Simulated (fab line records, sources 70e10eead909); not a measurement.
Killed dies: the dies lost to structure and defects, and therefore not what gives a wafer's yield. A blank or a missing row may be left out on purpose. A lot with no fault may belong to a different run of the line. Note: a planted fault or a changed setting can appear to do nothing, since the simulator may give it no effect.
fab line records | flow nandHarc
record lots=13 | wafers=37 | lastDay=24
route steps=1159 shown A_WL_FILL@829 A_BONDPAD@1075 HYBRID_BOND@1099 END@1159
lots with no fault: from the same line, run without faults
startH: the number of hours between the record's first day and the start of the first shown wafer of the lot | waitH: hours elapsed since this lot's preceding step | " as in the row above | L1.1+2: a single row standing in for several wafers | - value missing, or start not given | * or withheld: withheld | < > ~ a bound
route shown NAME@n: a module of which the file shows steps, and the number in the route of the first | usual: mean/standard deviation taken from wafers without a fault | same: alike in all rows | chamber/n: place in a boat | sites: each site's reading | _std_site: standard deviation of those values | _edge_site: inner sites' mean taken away from outer sites' mean | radiusMm: how far each site lies from the wafer's centre | mask NAME#n: copy n | behind: tool/chamber where the wafer was last shaped | hold: why the lot went on hold/how many hours it stayed there/how the hold came to an end | device: names the non-switching transistor (n, p or np) | end of line: at the end of the route, the tests of the same wafers | a step given without rows: its recipe and nothing more | killed: not the wafer's yield, but the dies lost to structure and defects at the first sort | map: per-die view of a wafer (x killed, . not killed, _ where there is no die)
set.NAME: the setting the step ran with; set.NAME@STEP: the setting that earlier step ran with | model.NAME: the simulator's own value behind a step, which no gauge read
a sample of lots followed through the steps of the route, with each step as a table and each wafer as a row
services: the hour from which a tool's chamber was out of use, counted from the record's first day as startH (under 0 if before that day), plus the number of hours and why
## steps
# step NHARC_A_WL_FILL_ETCHBACK_26
# recipe targetDepthA=520 | timeS=13.3 | hbrFlowSccm=150 | rfW=350 | icpW=350 | biasW=60 | chemistry=HBr
# usual drypumpMotorCurrentA=5.4/0.37 | oesProductAu=0.998/0.016 | throttleValvePct=23.267/0.0084
lot.wafer | tool     | chamber | startH | waitH | drypumpMotorCurrentA | oesProductAu | rfHoursCounterH | throttleValvePct
L132.4    | rieSi-01 | 1       | 356.37 | 0.4   | 5.5                  | 1.011        | 0.34            | 23.268
L132.1    | "        | 0       | "      | "     | 5.0                  | 0.988        | 0.26            | 23.273
L132.5    | "        | 2       | "      | "     | 5.2                  | 1.014        | -               | 23.277
L134.2    | rieSi-01 | 3       | 362.15 | 0.4   | 5.1                  | 1.007        | 0.25            | 23.269
L134.1    | "        | 1       | "      | "     | 5.5                  | 1.008        | 0.38            | 23.285
L134.6    | "        | 0       | "      | "     | 5.0                  | 0.989        | -               | 23.262
L135.4    | rieSi-05 | 1       | 362.16 | 0.4   | 5.0                  | 0.990        | 0.83            | 23.266
L135.1    | "        | 2       | "      | "     | 5.3                  | 0.975        | 0.85            | 23.270
L135.5    | "        | 0       | "      | "     | 5.7                  | 0.986        | -               | 23.272
L138.4    | rieSi-05 | 2       | 386.29 | 0.4   | 5.2                  | 0.991        | 0.98            | 23.252
L138.3    | "        | 0       | "      | "     | 5.7                  | 0.998        | 0.94            | 23.264
L138.2    | "        | 1       | "      | "     | 5.1                  | 0.996        | 0.98            | 23.269
L137.2    | rieSi-01 | 2       | 388.68 | 0.4   | 5.2                  | 1.013        | 0.48            | 23.255
L137.1    | "        | 0       | "      | "     | 5.0                  | 0.974        | 0.45            | 23.273
L137.5    | "        | 1       | "      | "     | 5.5                  | 0.999        | -               | 23.272
L140.2    | rieSi-06 | 1       | 400.03 | 0.4   | 6.4                  | 0.991        | 0.23            | 23.265
L140.5    | "        | 1       | "      | "     | 6.5                  | 0.988        | -               | 23.253
L140.6    | "        | 2       | "      | "     | 5.9                  | 0.997        | -               | 23.270
L139.4    | rieSi-05 | 3       | 400.04 | 0.4   | 5.9                  | 0.990        | 1.05            | 23.278
L139.2    | "        | 1       | "      | "     | 5.1                  | 1.003        | 1.13            | 23.263
L139.5    | "        | 2       | "      | "     | 5.2                  | 0.997        | -               | 23.273
L142.1    | rieSi-05 | 0       | 412.00 | 0.4   | 5.6                  | 1.011        | 1.12            | 23.259
L142.4    | "        | 2       | "      | "     | 5.3                  | 0.999        | 1.23            | 23.255
L142.2    | "        | 3       | "      | "     | 6.0                  | 0.995        | 1.12            | 23.274
L141.3    | rieSi-01 | 0       | 412.00 | 0.4   | 5.0                  | 0.980        | 0.63            | 23.260
L141.2    | "        | 2       | "      | "     | 5.2                  | 1.017        | 0.63            | 23.263
L141.4    | "        | 3       | "      | "     | 5.1                  | 1.016        | 0.59            | 23.273
L143.2    | rieSi-01 | 0       | 425.32 | 0.4   | 5.0                  | 0.971        | 0.77            | 23.278
L143.1    | "        | 1       | "      | "     | 5.5                  | 0.996        | 0.78            | 23.261
L143.3    | "        | 3       | "      | "     | 5.1                  | 0.996        | 0.68            | 23.268
L147.3    | rieSi-01 | 0       | 452.50 | 0.4   | 5.1                  | 0.971        | 0.91            | 23.256
L154.3    | rieSi-06 | 2       | 479.21 | 0.4   | 5.9                  | 1.003        | 0.74            | 23.285
L154.4    | "        | 1       | "      | "     | 6.4                  | 0.988        | 0.89            | 23.270
L154.6    | "        | 3       | "      | "     | 5.5                  | 0.990        | -               | 23.275
L153.2    | rieSi-05 | 2       | 482.57 | 0.4   | 5.2                  | 0.977        | 0.46            | 23.271
L153.3    | "        | 3       | "      | "     | 5.9                  | 0.979        | 0.51            | 23.260
L153.5    | "        | 3       | "      | "     | 5.9                  | 0.983        | -               | 23.261
# step NHARC_A_BONDPAD_DESCUM_11
# recipe timeS=3 | o2FlowSccm=200 | arFlowSccm=0 | biasPowerW=0 | chemistry=O2
# usual drypumpMotorCurrentA=5.6/0.53 | oesProductAu=0.996/0.013 | rfVppV=57.7/0.96 | showerheadPlenumPTorr=1.90/0.081 | throttleValvePct=11.311/0.009
lot.wafer | tool       | chamber | startH | waitH | drypumpMotorCurrentA | oesProductAu | rfHoursCounterH | rfVppV | showerheadPlenumPTorr | throttleValvePct
L132.1    | rieDiel-06 | 1       | 412.11 | -     | 6.1                  | 0.993        | 6               | 55.7   | 1.78                  | 11.313
L132.4    | "          | 0       | "      | "     | 5.0                  | 0.982        | 6               | 58.2   | 2.02                  | 11.302
L132.5    | "          | 1       | "      | "     | 6.1                  | 0.991        | -               | 56.5   | 1.78                  | 11.317
L135.1    | rieDiel-11 | 3       | 417.35 | -     | 5.8                  | 1.005        | 14              | 57.4   | 1.97                  | 11.316
L135.4    | "          | 0       | "      | "     | 5.4                  | 1.006        | -               | 57.6   | 2.00                  | 11.312
L135.5    | "          | 1       | "      | "     | 5.8                  | 0.981        | -               | 55.2   | 1.86                  | 11.307
L134.2    | rieDiel-06 | 3       | 417.83 | -     | 6.3                  | 1.015        | 6               | 58.1   | 1.92                  | 11.322
L134.1    | "          | 0       | "      | "     | 5.0                  | 0.994        | 6               | 58.9   | 2.02                  | 11.321
L134.6    | "          | 2       | "      | "     | 5.0                  | 0.988        | -               | 58.7   | 1.93                  | 11.303
L138.3    | rieDiel-06 | 1       | 443.12 | -     | 6.1                  | 1.021        | 1               | 57.4   | 1.78                  | 11.316
L138.4    | "          | 2       | "      | "     | 5.0                  | 0.987        | 1               | 59.0   | 1.93                  | 11.311
L138.2    | "          | 3       | "      | "     | 6.3                  | 0.995        | 1               | 57.9   | 1.92                  | 11.317
L137.2    | rieDiel-06 | 0       | 452.93 | -     | 5.0                  | 0.981        | 1               | 59.4   | 2.01                  | 11.313
L137.1    | "          | 2       | "      | "     | 5.0                  | 0.975        | 1               | 59.7   | 1.93                  | 11.330
L137.5    | "          | 0       | "      | "     | 5.0                  | 0.977        | -               | 57.5   | 2.01                  | 11.304
L140.2    | rieDiel-08 | 1       | 453.33 | -     | 5.9                  | 0.993        | 29              | 59.3   | 1.99                  | 11.300
L140.5    | "          | 2       | "      | "     | 5.3                  | 0.992        | -               | 57.5   | 1.78                  | 11.297
L140.6    | "          | 3       | "      | "     | 6.0                  | 0.991        | -               | 58.1   | 1.86                  | 11.303
L139.4    | rieDiel-06 | 3       | 454.64 | -     | 6.3                  | 0.995        | 1               | 57.6   | 1.92                  | 11.322
L139.2    | "          | 1       | "      | "     | 6.1                  | 1.014        | 1               | 56.8   | 1.78                  | 11.296
L139.5    | "          | 2       | "      | "     | 4.9                  | 0.997        | -               | 59.8   | 1.93                  | 11.306
L142.2    | rieDiel-06 | 1       | 461.18 | -     | 6.1                  | 1.016        | 1               | 56.8   | 1.78                  | 11.308
L142.4    | "          | 2       | "      | "     | 5.0                  | 0.994        | 1               | 57.0   | 1.93                  | 11.314
L142.1    | "          | 3       | "      | "     | 6.3                  | 1.002        | 2               | 58.8   | 1.92                  | 11.319
L141.4    | rieDiel-08 | 2       | 464.83 | -     | 5.4                  | 1.007        | 34              | 56.7   | 1.78                  | 11.305
L141.2    | "          | 3       | "      | "     | 6.0                  | 0.978        | 23              | 57.4   | 1.86                  | 11.297
L141.3    | "          | 1       | "      | "     | 5.9                  | 1.001        | 32              | 58.8   | 1.99                  | 11.300
L143.2    | rieDiel-06 | 1       | 477.91 | -     | 6.1                  | 1.012        | 2               | 58.9   | 1.78                  | 11.301
L143.3    | "          | 2       | "      | "     | 5.0                  | 0.980        | 2               | 58.8   | 1.93                  | 11.302
L143.1    | "          | 3       | "      | "     | 6.2                  | 0.985        | 2               | 57.7   | 1.92                  | 11.315
L154.4    | rieDiel-08 | 1       | 525.19 | -     | 5.9                  | 1.002        | 8               | 58.8   | 1.98                  | 11.313
L154.3    | "          | 2       | "      | "     | 5.3                  | 0.988        | 8               | 57.3   | 1.78                  | 11.310
L154.6    | "          | 3       | "      | "     | 6.0                  | 0.997        | -               | 57.3   | 1.85                  | 11.300
L153.3    | rieDiel-08 | 1       | 529.94 | -     | 5.9                  | 1.012        | 9               | 57.7   | 1.98                  | 11.313
L153.2    | "          | 3       | "      | "     | 6.0                  | 1.004        | 9               | 58.6   | 1.85                  | 11.331
L153.5    | "          | 1       | "      | "     | 5.9                  | 1.004        | -               | 58.8   | 1.98                  | 11.313
L147.3    | rieDiel-08 | 1       | 534.51 | -     | 5.9                  | 1.002        | 3               | 60.6   | 1.98                  | 11.313
# step NHARC_A_BONDPAD_ETCH_24
# recipe targetDepthA=300 | overEtchFrac=0.3 | timeS=72.99 | ionEnergyEv=150 | cf4FlowSccm=50 | n2FlowSccm=100 | arFlowSccm=150 | rfW=300 | biasW=100 | chemistry=CF4/N2
# usual drypumpMotorCurrentA=5.6/0.51 | oesProductAu=0.995/0.013 | rfVppV=314.0/1.9 | showerheadPlenumPTorr=2.61/0.1 | throttleValvePct=19.794/0.0087
lot.wafer | tool       | chamber | startH | waitH | drypumpMotorCurrentA | oesProductAu | rfHoursCounterH | rfVppV | showerheadPlenumPTorr | throttleValvePct
L132.4    | rieDiel-11 | 0       | -      | -     | 5.5                  | 0.991        | 13              | 316.2  | 2.74                  | 19.794
L132.1    | "          | 3       | "      | "     | 5.8                  | 0.982        | 13              | 315.3  | 2.71                  | 19.793
L132.5    | "          | 0       | "      | "     | 5.5                  | 0.986        | -               | 315.8  | 2.74                  | 19.786
L135.4    | rieDiel-11 | 2       | -      | -     | 5.6                  | 1.009        | 12              | 313.9  | 2.52                  | 19.799
L135.1    | "          | 0       | "      | "     | 5.4                  | 0.990        | 15              | 315.5  | 2.74                  | 19.782
L135.5    | "          | 3       | "      | "     | 5.8                  | 1.002        | -               | 316.5  | 2.71                  | 19.808
L134.1    | rieDiel-08 | 2       | -      | -     | 5.4                  | 1.000        | 21              | 310.6  | 2.46                  | 19.799
L134.2    | "          | 3       | "      | "     | 6.0                  | 0.990        | 21              | 314.5  | 2.56                  | 19.798
L134.6    | "          | 1       | "      | "     | 5.9                  | 0.993        | -               | 316.2  | 2.72                  | 19.780
L138.4    | rieDiel-06 | 1       | -      | -     | 6.1                  | 1.022        | 1               | 311.0  | 2.46                  | 19.809
L138.3    | "          | 2       | "      | "     | 5.0                  | 0.990        | 1               | 314.8  | 2.64                  | 19.802
L138.2    | "          | 3       | "      | "     | 6.2                  | 0.987        | 1               | 315.1  | 2.63                  | 19.790
L137.2    | rieDiel-06 | 2       | -      | -     | 5.0                  | 0.986        | 1               | 315.0  | 2.64                  | 19.806
L137.1    | "          | 0       | "      | "     | 5.0                  | 0.994        | 1               | 315.2  | 2.76                  | 19.799
L137.5    | "          | 3       | "      | "     | 6.3                  | 0.997        | -               | 313.8  | 2.63                  | 19.787
L140.2    | rieDiel-06 | 3       | -      | -     | 6.3                  | 0.984        | 1               | 314.4  | 2.63                  | 19.791
L140.5    | "          | 0       | "      | "     | 5.0                  | 0.972        | -               | 316.3  | 2.76                  | 19.772
L140.6    | "          | 1       | "      | "     | 6.1                  | 1.010        | -               | 311.7  | 2.46                  | 19.792
L139.4    | rieDiel-06 | 1       | -      | -     | 6.1                  | 1.009        | 1               | 312.1  | 2.46                  | 19.794
L139.2    | "          | 0       | "      | "     | 5.0                  | 0.990        | 1               | 318.8  | 2.76                  | 19.800
L139.5    | "          | 1       | "      | "     | 6.1                  | 1.023        | -               | 310.2  | 2.46                  | 19.800
L142.2    | rieDiel-08 | 3       | 461.76 | 0.2   | 6.0                  | 0.984        | 23              | 313.9  | 2.55                  | 19.807
L142.1    | "          | 0       | "      | "     | 5.6                  | 0.999        | 34              | 313.6  | 2.56                  | 19.804
L142.4    | "          | 1       | "      | "     | 5.9                  | 0.999        | -               | 315.3  | 2.72                  | 19.793
L141.4    | rieDiel-06 | 3       | -      | -     | 6.3                  | 0.987        | 2               | 311.8  | 2.63                  | 19.794
L141.2    | "          | 0       | "      | "     | 5.0                  | 0.997        | 2               | 317.6  | 2.76                  | 19.807
L141.3    | "          | 1       | "      | "     | 6.1                  | 1.021        | 2               | 311.5  | 2.45                  | 19.788
L143.3    | rieDiel-08 | 1       | -      | -     | 5.9                  | 1.000        | 36              | 316.2  | 2.72                  | 19.793
L143.2    | "          | 2       | "      | "     | 5.3                  | 1.005        | 38              | 312.4  | 2.45                  | 19.806
L143.1    | "          | 3       | "      | "     | 6.0                  | 0.991        | 28              | 311.8  | 2.55                  | 19.788
L154.3    | rieDiel-06 | 2       | -      | -     | 5.0                  | 0.982        | 4               | 313.0  | 2.64                  | 19.797
L154.4    | "          | 1       | "      | "     | 6.1                  | 1.005        | 4               | 312.1  | 2.45                  | 19.796
L154.6    | "          | 3       | "      | "     | 6.3                  | 0.990        | -               | 314.5  | 2.63                  | 19.795
L153.3    | rieDiel-06 | 2       | 530.91 | 0.2   | 5.0                  | 0.981        | 5               | 314.4  | 2.64                  | 19.804
L153.2    | "          | 3       | "      | "     | 6.3                  | 0.982        | 5               | 314.2  | 2.63                  | 19.799
L153.5    | "          | 3       | "      | "     | 6.3                  | 0.987        | -               | 315.3  | 2.63                  | 19.796
L147.3    | rieDiel-06 | 1       | -      | -     | 6.1                  | 1.019        | 3               | 312.5  | 2.45                  | 19.795
# step NHARC_HYBRID_BOND_OVL_MEAS_05
# usual overlayXNm=1/31 | overlayYNm=-3/35
lot.wafer | tool       | chamber | startH | waitH | overlayXNm | overlayYNm
L132.1    | overlay-01 | -       | 428.59 | 0.4   | -1         | -1
L132.4    | "          | -       | "      | "     | -21        | 5
L132.5    | "          | -       | "      | "     | 30         | -6
L134.1    | overlay-02 | -       | 428.59 | 0.4   | -32        | -27
L134.2    | "          | -       | "      | "     | -1         | -47
L134.6    | "          | -       | "      | "     | 28         | -53
L135.1    | overlay-02 | -       | 428.60 | 0.4   | 25         | -21
L135.4    | "          | -       | "      | "     | 7          | -15
L135.5    | "          | -       | "      | "     | -14        | 16
L138.2    | overlay-02 | -       | 457.03 | 0.4   | -28        | -61
L138.3    | "          | -       | "      | "     | 77         | 31
L138.4    | "          | -       | "      | "     | -7         | -18
L137.1    | overlay-01 | -       | 466.08 | 0.4   | 12         | 7
L137.2    | "          | -       | "      | "     | -10        | -33
L137.5    | "          | -       | "      | "     | -8         | 30
L140.2    | overlay-02 | -       | 466.08 | 0.4   | -67        | 62
L140.5    | "          | -       | "      | "     | -43        | -46
L140.6    | "          | -       | "      | "     | -26        | -28
L139.2    | overlay-02 | -       | 466.09 | 0.4   | -20        | -3
L139.4    | "          | -       | "      | "     | 32         | 7
L139.5    | "          | -       | "      | "     | 24         | 8
L142.1    | overlay-02 | -       | 473.91 | 0.4   | 11         | 27
L142.2    | "          | -       | "      | "     | -1         | -43
L142.4    | "          | -       | "      | "     | 32         | -21
L141.2    | overlay-01 | -       | 473.92 | 0.4   | -58        | -17
L141.3    | "          | -       | "      | "     | 0          | -38
L141.4    | "          | -       | "      | "     | -61        | -17
L143.1    | overlay-02 | -       | 490.22 | 0.4   | 3          | 8
L143.2    | "          | -       | "      | "     | 37         | 4
L143.3    | "          | -       | "      | "     | -5         | -25
L154.3    | overlay-02 | -       | 537.48 | 0.4   | -12        | -10
L154.4    | "          | -       | "      | "     | 66         | -39
L154.6    | "          | -       | "      | "     | -8         | 33
L153.2    | overlay-02 | -       | 542.84 | 0.4   | 0          | 57
L153.3    | "          | -       | "      | "     | -1         | 25
L153.5    | "          | -       | "      | "     | 40         | -43
L147.3    | overlay-01 | -       | 543.39 | 0.4   | 0          | 60
# step NHARC_END_SORT_01
# recipe tempC=25
# usual killedAtArray=27/9.9 | killedAtOther=0.5/0.76 | killedAtPeriphery=3.4/2.2 | killedDies=31/10 | killedOpen=3.3/2 | killedShort=2.0/1.5
# same grossDies=677
lot.wafer | tool      | chamber | startH | waitH | killedAtArray | killedAtOther | killedAtPeriphery | killedDies | killedOpen | killedShort
L147.3    | prober-02 | 0       | 559.44 | 3.1   | 101           | 1             | 3                 | 105        | 4          | 5
# killed by level:class
L147.3 A_WL_FILL:unspecified=63 A_SLIT:chamberFilmFlake=19 A_STAIRCASE:chamberFilmFlake=4 A_CONTACT:chamberFilmFlake=4 A_CHANNEL_HOLE_D1:chamberFilmFlake=3 A_CHANNEL_FILL_D1:geometricParticle:open=2 A_SGD_CUT:chamberFilmFlake=2 P_CONTACT:geometricParticle:short=1
## services
tool       | chamber | startH | hours | kind
rieDiel-06 | 0       | 348.20 | -     | clean
rieDiel-06 | 1       | 348.20 | -     | clean
rieDiel-06 | 2       | 348.20 | -     | clean
rieDiel-06 | 3       | 348.20 | -     | clean
rieSi-06   | 3       | 353.46 | 8.4   | repair
rieDiel-08 | 3       | 359.70 | 1.3   | repair
rieSi-06   | -       | 360.00 | 9.0   | pm
rieDiel-11 | -       | 366.50 | 9.0   | pm
rieDiel-06 | 3       | 368.17 | 9.8   | repair
rieDiel-06 | 0       | 372.70 | -     | clean
rieDiel-06 | 1       | 372.70 | -     | clean
rieDiel-06 | 2       | 372.70 | -     | clean
rieDiel-06 | 0       | 397.20 | -     | clean
rieDiel-06 | 1       | 397.20 | -     | clean
rieSi-01   | 2       | 406.41 | 4.9   | repair
rieSi-05   | -       | 416.00 | 9.0   | pm
rieDiel-06 | -       | 418.20 | 9.0   | pm
rieDiel-08 | 1       | 437.38 | 8.4   | repair
rieSi-01   | 1       | 459.52 | 7.1   | repair
rieDiel-08 | 2       | 461.42 | 1.3   | repair
rieDiel-08 | -       | 478.80 | 9.0   | pm
rieSi-01   | -       | 481.00 | 9.0   | pm
rieSi-06   | -       | 509.66 | 10.9  | repair
rieDiel-08 | 0       | 511.99 | 9.8   | repair
## key
firstSign step=NHARC_END_SORT_01 | reading=killedAtArray | direction=up | sigmas=7.5 | usual=27 | struck=101
effect step=NHARC_END_SORT_01 | reading=killedDies | direction=up | sigmas=7.4 | usual=31 | struck=105
moreKillsBornAt NHARC_A_WL_FILL_ETCHBACK_26@rieSi-01=63
metAt NHARC_A_WL_FILL_ETCHBACK_26
struckLots L147
struckWafers L147.3
testerLeftOut L147
notActingAt NHARC_A_BONDPAD_DESCUM_11,NHARC_A_BONDPAD_ETCH_24,NHARC_HYBRID_BOND_OVL_MEAS_05
onsetBetween 425.32 452.50
fault kind=chamberParticleSource | tool=rieSi-01 | chamber=0 | onsetH=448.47 | steps=NHARC_A_WL_FILL_ETCHBACK_26 | ratePerVisitCm2=0.38641 | endH=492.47
# testerLeftOut: of these lots the tester's yield and bins aren't shown, on N5 and GAA mostly nor the transistor test; their killed dies are dies lost to structure and defects alone, not to doping, threshold or leakage, so they don't give the yield
